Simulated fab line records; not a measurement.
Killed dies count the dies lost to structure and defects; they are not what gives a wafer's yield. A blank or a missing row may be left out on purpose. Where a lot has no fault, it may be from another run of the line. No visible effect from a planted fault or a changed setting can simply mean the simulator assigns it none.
Chamber matching / flow n5_finfet / rie_diel-01 running N5_BEOL_M6_ETCH_72: 4 sister chambers
The step etches underlayer in N2/H2, target depth 6.5 nm, time 5.2 s. 8 wafers are shown with their chamber, then 10 later ones without.

== EACH WAFER AND ITS CHAMBER ==
wafer=L077.1; chamber=2; showerhead_plenum_p_Torr (Torr)=2.56; throttle_valve_pct (%)=18.00
wafer=L085.2; chamber=0; showerhead_plenum_p_Torr (Torr)=2.45; throttle_valve_pct (%)=17.75
wafer=L085.4; chamber=1; showerhead_plenum_p_Torr (Torr)=2.69; throttle_valve_pct (%)=17.71
wafer=L086.1; chamber=2; showerhead_plenum_p_Torr (Torr)=2.55; throttle_valve_pct (%)=18.01
wafer=L086.2; chamber=3; showerhead_plenum_p_Torr (Torr)=2.44; throttle_valve_pct (%)=17.81
wafer=L086.3; chamber=1; showerhead_plenum_p_Torr (Torr)=2.69; throttle_valve_pct (%)=17.72
wafer=L089.3; chamber=0; showerhead_plenum_p_Torr (Torr)=2.44; throttle_valve_pct (%)=17.77
wafer=L089.4; chamber=3; showerhead_plenum_p_Torr (Torr)=2.44; throttle_valve_pct (%)=17.82

== WAFERS MISSING THEIR CHAMBER ==
wafer=L089.6; showerhead_plenum_p_Torr (Torr)=2.44; throttle_valve_pct (%)=17.82
wafer=L090.2; showerhead_plenum_p_Torr (Torr)=2.44; throttle_valve_pct (%)=17.83
wafer=L090.4; showerhead_plenum_p_Torr (Torr)=2.69; throttle_valve_pct (%)=17.71
wafer=L090.6; showerhead_plenum_p_Torr (Torr)=2.69; throttle_valve_pct (%)=17.69
wafer=L095.2; showerhead_plenum_p_Torr (Torr)=2.68; throttle_valve_pct (%)=17.75
wafer=L095.3; showerhead_plenum_p_Torr (Torr)=2.44; throttle_valve_pct (%)=17.78
wafer=L095.5; showerhead_plenum_p_Torr (Torr)=2.43; throttle_valve_pct (%)=17.83
wafer=L097.2; showerhead_plenum_p_Torr (Torr)=2.43; throttle_valve_pct (%)=17.83
wafer=L097.3; showerhead_plenum_p_Torr (Torr)=2.54; throttle_valve_pct (%)=18.08
wafer=L097.5; showerhead_plenum_p_Torr (Torr)=2.44; throttle_valve_pct (%)=17.79

== WHICH CHAMBER EACH WENT THROUGH ==
wafer=L089.6; from the rows above=3; in truth=3
wafer=L090.2; from the rows above=3; in truth=3
wafer=L090.4; from the rows above=1; in truth=1
wafer=L090.6; from the rows above=1; in truth=1
wafer=L095.2; from the rows above=1; in truth=1
wafer=L095.3; from the rows above=can't be placed: 0 or 3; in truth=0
wafer=L095.5; from the rows above=3; in truth=3
wafer=L097.2; from the rows above=3; in truth=3
wafer=L097.3; from the rows above=2; in truth=2
wafer=L097.5; from the rows above=can't be placed: 3 or 0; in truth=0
Placed correctly: 8 of 10. Unplaceable from these rows: 2, with the true chamber sitting among the candidates in 2. Wrongly placed: 0.
How it was worked out, from the rows above alone: a wafer's distance from a chamber is the root of the sum, over the readings, of the square of ((its reading less the chamber's mean) divided by the reading's scatter). If the next closest chamber is less than 2 further off than the closest, the wafer can't be placed; otherwise it belongs to the closest. For every chamber, the mean is computed from those of its wafers that are shown. The scatter: take each reading less its chamber's mean, square it, sum over the shown wafers, divide by the number of wafers less the number of chambers, and take the root.
